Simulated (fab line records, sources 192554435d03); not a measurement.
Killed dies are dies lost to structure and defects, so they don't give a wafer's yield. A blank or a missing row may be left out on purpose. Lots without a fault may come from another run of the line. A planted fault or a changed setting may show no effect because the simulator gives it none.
Chamber matching | flow n5_finfet | N5_MOL_CONTACT_COAG_STRIP_72 on rie_diel-04: 4 sister chambers
The step strips in N2/H2. 4 wafers are shown with their chamber, then 12 later ones without.

WAFERS WITH THEIR CHAMBER
wafer  | chamber | showerhead_plenum_p_Torr (Torr)
L086.5 | 0       | 2.69
L089.1 | 1       | 2.40
L089.2 | 2       | 2.47
L089.5 | 3       | 2.51

WAFERS WITHOUT THEIR CHAMBER
wafer  | showerhead_plenum_p_Torr (Torr)
L091.3 | 2.40
L091.4 | 2.51
L091.5 | 2.68
L092.1 | 2.68
L092.3 | 2.40
L092.5 | 2.47
L095.2 | 2.47
L095.5 | 2.47
L095.6 | 2.40
L097.2 | 2.39
L097.4 | 2.68
L097.6 | 2.68

WHICH CHAMBER EACH WENT THROUGH
wafer  | from the rows above | in truth
L091.3 | 1                   | 1
L091.4 | 3                   | 3
L091.5 | 0                   | 0
L092.1 | 0                   | 0
L092.3 | 1                   | 1
L092.5 | 2                   | 2
L095.2 | 2                   | 2
L095.5 | 2                   | 2
L095.6 | 1                   | 1
L097.2 | 1                   | 1
L097.4 | 0                   | 0
L097.6 | 0                   | 0
Placed correctly: 12 of 12. Can't be placed from these rows: 0. Placed wrongly: 0.
How it was worked out, from the rows above alone: a wafer's distance from a chamber is the root of the sum, over the readings, of the square of ((its reading less the chamber's mean) divided by the reading's scatter). The wafer belongs to the nearest chamber; if the next one is less than 2 further off, it can't be placed. A chamber's mean is the mean of its shown wafers. The scatter: with one shown wafer a chamber, the root of the mean of the squares of how far each hidden wafer lies from its nearest shown one.
